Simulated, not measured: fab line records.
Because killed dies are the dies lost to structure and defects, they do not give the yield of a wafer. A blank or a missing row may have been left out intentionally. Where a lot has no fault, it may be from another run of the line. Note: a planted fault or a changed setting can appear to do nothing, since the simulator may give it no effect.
Which tool is to blame? + flow n5_finfet + 11 lots with 28 wafers sampled at 5 steps, on a route of 1938 steps

WHAT EACH GAUGE READ, for each wafer
Not one reading of a measure or inspect step in the record can be checked against a usual standard deviation.

EACH LOT AND THE TOOL THAT RAN IT (in order: tool; ch and the chambers of the sampled wafers; start)
| lot  | N5_BEOL_M6_ETCH_65                 | N5_MIM_TOP_SPUTTER_03        | N5_MIM_TOP_ETCH_ETCH_00           | N5_MIM_BOT_ETCH_ETCH_04            | N5_PASSIVATION_PROBE_49 |
|------|------------------------------------|------------------------------|-----------------------------------|------------------------------------|-------------------------|
| L496 | rie_diel-04 ch 1,3, day 8 14:13    | pvd_sputter-02, day 11 07:23 | rie_metal-03 ch 0,1, day 11 10:26 | rie_diel-05 ch 1,2, day 11 12:19   | -                       |
| L497 | rie_diel-05 ch 0,2, day 8 20:05    | pvd_sputter-03, day 12 03:07 | rie_metal-01 ch 0, day 12 03:43   | rie_diel-04 ch 0,2, day 12 04:34   | -                       |
| L498 | rie_diel-04 ch 0,3, day 8 20:45    | pvd_sputter-03, day 12 03:17 | rie_metal-02 ch 0, day 12 04:01   | rie_diel-06 ch 2,3, day 12 04:48   | -                       |
| L500 | rie_diel-05 ch 0,3, day 9 07:00    | pvd_sputter-02, day 12 16:23 | rie_metal-01 ch 0, day 12 17:04   | rie_diel-05 ch 1,2,3, day 12 17:49 | prober-01, day 13 01:53 |
| L503 | rie_diel-05 ch 0,1, day 10 07:01   | pvd_sputter-01, day 13 13:37 | rie_metal-01 ch 0,1, day 13 14:19 | rie_diel-06 ch 0,3, day 13 15:13   | -                       |
| L504 | rie_diel-04 ch 0,3, day 10 19:38   | pvd_sputter-01, day 14 01:33 | rie_metal-03 ch 1, day 14 02:07   | rie_diel-06 ch 2,3, day 14 03:04   | prober-01, day 14 15:26 |
| L505 | rie_diel-04 ch 0,2,3, day 10 23:31 | pvd_sputter-03, day 13 23:55 | rie_metal-01 ch 0,1, day 14 00:36 | rie_diel-06 ch 2,3, day 14 01:20   | prober-02, day 14 13:44 |
| L506 | rie_diel-04 ch 0,3, day 11 02:47   | pvd_sputter-03, day 14 02:47 | rie_metal-02 ch 0,1, day 14 03:37 | rie_diel-04 ch 2,3, day 14 04:25   | prober-01, day 14 13:33 |
| L511 | rie_diel-04 ch 0,3, day 12 03:34   | pvd_sputter-03, day 15 06:25 | rie_metal-01 ch 0,1, day 15 06:59 | rie_diel-05 ch 1,2, day 15 07:49   | prober-02, day 15 16:39 |
| L512 | rie_diel-04 ch 1,2, day 12 11:55   | pvd_sputter-02, day 15 22:47 | rie_metal-03 ch 0,1, day 15 23:28 | rie_diel-05 ch 2,3, day 16 00:24   | prober-01, day 16 10:13 |
| L519 | rie_diel-05 ch 0,2, day 14 15:00   | pvd_sputter-02, day 17 15:41 | rie_metal-02 ch 1, day 17 16:15   | rie_diel-05 ch 1,3, day 17 16:58   | -                       |
- N5_BEOL_M6_ETCH_65: etches SiARC in CF4, target depth 15.6 nm, time 26 s.
- N5_MIM_TOP_SPUTTER_03: material TiN, target thk 35 nm, time 89.7 s.
- N5_MIM_TOP_ETCH_ETCH_00: etches TiN in Cl2/BCl3, target depth 38.5 nm.
- N5_MIM_BOT_ETCH_ETCH_04: etches SiNx in CF4/O2, target depth 26 nm, time 13 s.
- N5_PASSIVATION_PROBE_49

AS READ BY THE TOOLS THEMSELVES (means over the sampled wafers that have a number; for cases with no such wafer, the mark the record gives instead)
N5_BEOL_M6_ETCH_65.
| lot  | tool        | drypump_motor_current_A (A) | etch_rf_on_time_s (s) | oes_product_au (a.u.) | rf_vpp_V (V) | showerhead_plenum_p_Torr (Torr) | throttle_valve_pct (%) |
|------|-------------|-----------------------------|-----------------------|-----------------------|--------------|---------------------------------|------------------------|
| L496 | rie_diel-04 | 5.2                         | 25.7                  | 0.67                  | 184.5        | 2.17                            | 15.76                  |
| L497 | rie_diel-05 | 6.2                         | 25.4                  | 0.68                  | 185.2        | 2.24                            | 15.58                  |
| L498 | rie_diel-04 | 5.7                         | 25.4                  | 0.81                  | 183.8        | 2.09                            | 15.28                  |
| L500 | rie_diel-05 | 5.9                         | 25.4                  | 0.68                  | 184.9        | 2.24                            | 15.50                  |
| L503 | rie_diel-05 | 5.7                         | 25.1                  | 0.74                  | 184.0        | 2.21                            | 15.52                  |
| L504 | rie_diel-04 | 5.7                         | 25.1                  | 0.77                  | 184.7        | 2.09                            | 15.32                  |
| L505 | rie_diel-04 | 5.4                         | 26.1                  | 0.79                  | 183.7        | 2.12                            | 15.37                  |
| L506 | rie_diel-04 | 5.7                         | 25.3                  | 0.76                  | 182.7        | 2.09                            | 15.32                  |
| L511 | rie_diel-04 | 5.7                         | 25.3                  | 0.75                  | 183.9        | 2.08                            | 15.33                  |
| L512 | rie_diel-04 | 5.0                         | 25.8                  | 0.82                  | 184.5        | 2.19                            | 15.58                  |
| L519 | rie_diel-05 | 6.2                         | 25.2                  | 0.65                  | 184.6        | 2.23                            | 15.69                  |

N5_MIM_TOP_SPUTTER_03.
| lot  | tool           | cathode_dc_power_W (W) | chamber_pressure_pa (Pa) | throttle_valve_pct (%) |
|------|----------------|------------------------|--------------------------|------------------------|
| L496 | pvd_sputter-02 | 2999.7                 | 0.4993                   | 29.6                   |
| L497 | pvd_sputter-03 | 3000.4                 | 0.4990                   | 29.7                   |
| L498 | pvd_sputter-03 | 2999.8                 | 0.4995                   | 29.8                   |
| L500 | pvd_sputter-02 | 2999.9                 | 0.4998                   | 29.4                   |
| L503 | pvd_sputter-01 | 2999.8                 | 0.4993                   | 29.4                   |
| L504 | pvd_sputter-01 | 3000.2                 | 0.5004                   | 29.7                   |
| L505 | pvd_sputter-03 | 3000.8                 | 0.4999                   | 30.3                   |
| L506 | pvd_sputter-03 | 2999.6                 | 0.4989                   | 29.9                   |
| L511 | pvd_sputter-03 | 2999.8                 | 0.4999                   | 29.9                   |
| L512 | pvd_sputter-02 | 3000.3                 | 0.5006                   | 29.3                   |
| L519 | pvd_sputter-02 | 2999.6                 | 0.4993                   | 29.5                   |

N5_MIM_TOP_ETCH_ETCH_00.
| lot  | tool         | drypump_motor_current_A (A) | oes_ar_750_au (a.u.) | oes_product_au (a.u.) | throttle_valve_pct (%) |
|------|--------------|-----------------------------|----------------------|-----------------------|------------------------|
| L496 | rie_metal-03 | 5.2                         | 0.76                 | 0.77                  | 22.77                  |
| L497 | rie_metal-01 | 5.2                         | 0.78                 | 0.79                  | 22.91                  |
| L498 | rie_metal-02 | 6.6                         | 0.95                 | 0.94                  | 22.27                  |
| L500 | rie_metal-01 | 5.1                         | 0.77                 | 0.80                  | 22.92                  |
| L503 | rie_metal-01 | 5.7                         | 0.74                 | 0.75                  | 22.63                  |
| L504 | rie_metal-03 | 4.9                         | 0.79                 | 0.81                  | 22.85                  |
| L505 | rie_metal-01 | 5.5                         | 0.75                 | 0.77                  | 22.73                  |
| L506 | rie_metal-02 | 6.0                         | 0.86                 | 0.85                  | 22.30                  |
| L511 | rie_metal-01 | 5.9                         | 0.73                 | 0.73                  | 22.56                  |
| L512 | rie_metal-03 | 5.5                         | 0.67                 | 0.70                  | 22.72                  |
| L519 | rie_metal-02 | 5.5                         | 0.81                 | 0.80                  | 22.30                  |

N5_MIM_BOT_ETCH_ETCH_04.
| lot  | tool        | O2_flow_sccm (sccm) | drypump_motor_current_A (A) | oes_ar_750_au (a.u.) | oes_product_au (a.u.) | rf_vpp_V (V) | showerhead_plenum_p_Torr (Torr) | throttle_valve_pct (%) |
|------|-------------|---------------------|-----------------------------|----------------------|-----------------------|--------------|---------------------------------|------------------------|
| L496 | rie_diel-05 | 10.018              | 5.6                         | 0.90                 | 0.90                  | 239          | 2.28                            | 15.89                  |
| L497 | rie_diel-04 | 10.026              | 5.3                         | 0.90                 | 0.90                  | 241          | 2.20                            | 15.79                  |
| L498 | rie_diel-06 | 10.027              | 5.9                         | 0.73                 | 0.72                  | 246          | 2.23                            | 15.98                  |
| L500 | rie_diel-05 | 10.001              | 5.7                         | 0.87                 | 0.86                  | 232          | 2.30                            | 15.89                  |
| L503 | rie_diel-06 | 10.006              | 5.8                         | 0.71                 | 0.71                  | 256          | 2.20                            | 16.13                  |
| L504 | rie_diel-06 | 9.999               | 5.9                         | 0.72                 | 0.72                  | 246          | 2.22                            | 16.01                  |
| L505 | rie_diel-06 | 10.023              | 5.9                         | 0.73                 | 0.73                  | 244          | 2.24                            | 15.91                  |
| L506 | rie_diel-04 | 9.968               | 5.1                         | 0.86                 | 0.86                  | 244          | 2.20                            | 15.87                  |
| L511 | rie_diel-05 | 9.998               | 5.6                         | 0.85                 | 0.85                  | 239          | 2.27                            | 15.96                  |
| L512 | rie_diel-05 | 10.013              | 6.1                         | 0.79                 | 0.78                  | 224          | 2.31                            | 16.01                  |
| L519 | rie_diel-05 | 9.989               | 5.3                         | 0.83                 | 0.84                  | 239          | 2.26                            | 15.93                  |

N5_PASSIVATION_PROBE_49.
| lot  | tool      | defect_limited_yield (%) | killed_at_M0_to_M3 | killed_at_M4_up | killed_at_contacts | killed_at_front_end | killed_at_other | killed_dies | killed_open | killed_short | sort_bin_4_leakage (%) | sort_bin_5_function (%) | sort_bin_6_memory (%) | sort_bin_8_speed (%) | sort_n_pass | sort_yield_pct (%) |
|------|-----------|--------------------------|--------------------|-----------------|--------------------|---------------------|-----------------|-------------|-------------|--------------|------------------------|-------------------------|-----------------------|----------------------|-------------|--------------------|
| L500 | prober-01 | 92.3                     | 29                 | 6               | 12                 | 41                  | 2.3             | 91          | 60          | 30           | 0.00                   | 4.4                     | 3.1                   | 0.00                 | 1089        | 92.3               |
| L504 | prober-01 | 93.0                     | 22                 | 10              | 14                 | 34                  | 3.5             | 82          | 54          | 27           | 0.09                   | 3.6                     | 3.2                   | 0.00                 | 1097        | 93.0               |
| L505 | prober-02 | 92.5                     | 32                 | 16              | 13                 | 27                  | 1.7             | 89          | 58          | 31           | 0.00                   | 4.8                     | 2.6                   | 0.00                 | 1091        | 92.5               |
| L506 | prober-01 | 92.7                     | 22                 | 22              | 10                 | 32                  | 1.0             | 87          | 58          | 28           | 0.00                   | 4.2                     | 3.1                   | 0.00                 | 1093        | 92.7               |
| L511 | prober-02 | 81.4                     | 44                 | 102             | 11                 | 61                  | 2.3             | 219         | 82          | 45           | 0.00                   | 11.9                    | 5.0                   | 0.00                 | 961         | 81.4               |
| L512 | prober-01 | 85.5                     | 32                 | 78              | 17                 | 39                  | 5.0             | 171         | 71          | 36           | 0.00                   | 8.3                     | 4.7                   | 0.00                 | 1009        | 85.5               |

THE ANSWER, worked out from the rows above alone
Rule: what is usual is taken from the lots themselves. The widest of any qualifying gaps counts: lots, ordered by their means at a reading, are off when they make up no more than a third of the lots, leave a main group of 4 or more, and stand apart from it by 3 or more times the standard deviation of that group's means. Not used: any main group whose means are identical at the precision the tables above print for the reading. Also off: a lot with no number at a reading for which 4 or more lots have one. Any other lot the step has rows for is counted as sound. First the gauges in route order, then the tools' own readings, where a lot's mean is used as printed above. The first step at which some lot is off is used, and at that step the reading that is off furthest; a lot without a number counts as furthest.
Off: L511, L512 (N5_PASSIVATION_PROBE_49, sort_n_pass). The main group has a mean of 1092 with a standard deviation of 3. Neither off nor sound, because the step has no rows for them: L496, L497, L498, L503, L519.
A tool fits if, at that step or a process step before it, it ran every lot that is off, and no sound lot after the first of them. This does not decide it: 2 tools fit, namely rie_diel-04 at N5_BEOL_M6_ETCH_65 and rie_diel-05 at N5_MIM_BOT_ETCH_ETCH_04.

WHAT THE SIMULATOR HAD PUT IN
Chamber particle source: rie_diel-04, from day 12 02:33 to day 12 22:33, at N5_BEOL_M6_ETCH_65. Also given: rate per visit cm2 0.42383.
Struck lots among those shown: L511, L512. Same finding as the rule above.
